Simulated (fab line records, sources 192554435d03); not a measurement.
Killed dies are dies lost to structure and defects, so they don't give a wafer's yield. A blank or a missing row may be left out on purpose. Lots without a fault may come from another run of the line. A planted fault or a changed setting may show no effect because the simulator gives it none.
Chamber matching | flow n5_finfet | N5_BEOL_M9_DESCUM_33 on rie_diel-04: 4 sister chambers
The step chemistry O2, time 7 s. 4 wafers are shown with their chamber, then 9 later ones without.

WAFERS WITH THEIR CHAMBER
wafer  | chamber | throttle_valve_pct (%)
L082.5 | 2       | 20.06
L087.2 | 1       | 20.49
L087.4 | 3       | 20.09
L087.6 | 0       | 20.60

WAFERS WITHOUT THEIR CHAMBER
wafer  | throttle_valve_pct (%)
L086.2 | 20.46
L086.3 | 20.11
L086.4 | 20.08
L090.2 | 20.10
L090.5 | 20.11
L090.6 | 20.61
L089.2 | 20.62
L089.4 | 20.08
L089.5 | 20.08

WHICH CHAMBER EACH WENT THROUGH
wafer  | from the rows above     | in truth
L086.2 | 1                       | 1
L086.3 | can't be placed: 3 or 2 | 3
L086.4 | can't be placed: 3 or 2 | 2
L090.2 | can't be placed: 3 or 2 | 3
L090.5 | can't be placed: 3 or 2 | 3
L090.6 | 0                       | 0
L089.2 | 0                       | 0
L089.4 | can't be placed: 3 or 2 | 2
L089.5 | can't be placed: 3 or 2 | 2
Placed correctly: 3 of 9. Can't be placed from these rows: 6 (the true chamber is among the candidates in 6). Placed wrongly: 0.
How it was worked out, from the rows above alone: a wafer's distance from a chamber is the root of the sum, over the readings, of the square of ((its reading less the chamber's mean) divided by the reading's scatter). The wafer belongs to the nearest chamber; if the next one is less than 2 further off, it can't be placed. A chamber's mean is the mean of its shown wafers. The scatter: with one shown wafer a chamber, the root of the mean of the squares of how far each hidden wafer lies from its nearest shown one.
